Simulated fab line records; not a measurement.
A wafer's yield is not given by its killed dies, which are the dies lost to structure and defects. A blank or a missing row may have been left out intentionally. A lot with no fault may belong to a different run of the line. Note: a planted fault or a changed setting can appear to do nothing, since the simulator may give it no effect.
Problem report, 8D (eight disciplines) form, completed by code ; flow n5 finfet ; the parts of the form that need people (team, actions taken, sign-off) are left out

1. THE ISSUE
Wafers without a fault read 17.100 s, standard deviation 0.0091; overpolish run s at N5_BEOL_M13_CMP_49 reads a mean of 15.091 s on 4 wafers belonging to 2 lots. That is -99 or more standard deviations from the usual mean.
The step: polishes, stops on SiOC, t overpolish 17.1 s, target thk 420 nm.
Earliest sighting: wafer L394.3 on cmp-04 at day 14 23:06. Wafers with a number at this step in the record: 30, from 10 lots. By rule, "out" or "out of limits" means more than 4 standard deviations away from the usual mean. The rest of the wafers with a number are treated as sound.

2. WHAT IT IS AND WHAT IT IS NOT
question;is;is not
which readings at this step;overpolish run s, barrier field endpoint s;motor current A
which lots;L394, L401;L380, L381, L385, L389, L391, L392, L397, L402
which wafers of those lots;L394.2, L394.3, L401.2, L401.3;L394.1, L401.6
read on which tools;cmp-03, cmp-04;cmp-02
when;from day 14 23:06;"up to then (19 sound wafers); but 7 sound wafers of L397, L401, L402 came after"

3. THE SUSPECTS, EACH WITH WHAT RULES IT OUT
Counting: any tool at a process step up to the reading remains a suspect provided it ran every lot that is out. Sound lots after the first of them don't rule it out here, since some wafers of a struck lot are sound.
- pvd sputter-01 at N5_BEOL_M13_SPUTTER_43 (material TaN, target thk 15 nm, time 24.19 s): kept. Ran every lot that is out, first one L394 (day 14 22:21); last sound lot up to then L392 (day 14 10:52).
Remaining after the count: pvd sputter-01 at N5_BEOL_M13_SPUTTER_43.

4. THE CAUSE (what the simulator had put in)
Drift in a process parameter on pvd sputter-01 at N5_BEOL_M13_SPUTTER_43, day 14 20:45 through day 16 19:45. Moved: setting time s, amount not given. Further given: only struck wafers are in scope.
Counting left only this tool.

5. SEQUENCE OF EFFECTS, ordered by route
One row per reading whose mean, taken over the struck wafers that have a number, lies over 3 standard deviations from the usual. Only readings for which the record gives a usual standard deviation are gone through. hours: the time from each lot's start at the first step in this table that gives one to its start at this step, as a median over the lots. sigmas: the change in usual standard deviations.
hours;step;reading;usual;on struck wafers;change;sigmas
0;N5_BEOL_M13_CMP_49;barrier field endpoint s;30.3 s;46.5;+16.2;+16
0;N5_BEOL_M13_CMP_49;overpolish run s;17.100 s;15.091;-2.010;-99 or more
Process steps it contains:
- N5_BEOL_M13_CMP_49: polishes, stops on SiOC, t overpolish 17.1 s, target thk 420 nm.

6. WHAT WOULD HAVE CAUGHT IT SOONER
In this record the first reading out of limits was taken at day 14 23:06, 2 hours after the fault began at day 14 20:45.
An alarm limit of 4 standard deviations would not have fired on the tool readings at N5_BEOL_M13_SPUTTER_43 for which the record gives a usual standard deviation, since none of them was out on any struck wafer.
L401, from the lots that are out (2), started N5_BEOL_M13_SPUTTER_43 on pvd sputter-01 later than day 14 23:06. It would have been spared by a hold on the tool at that moment.
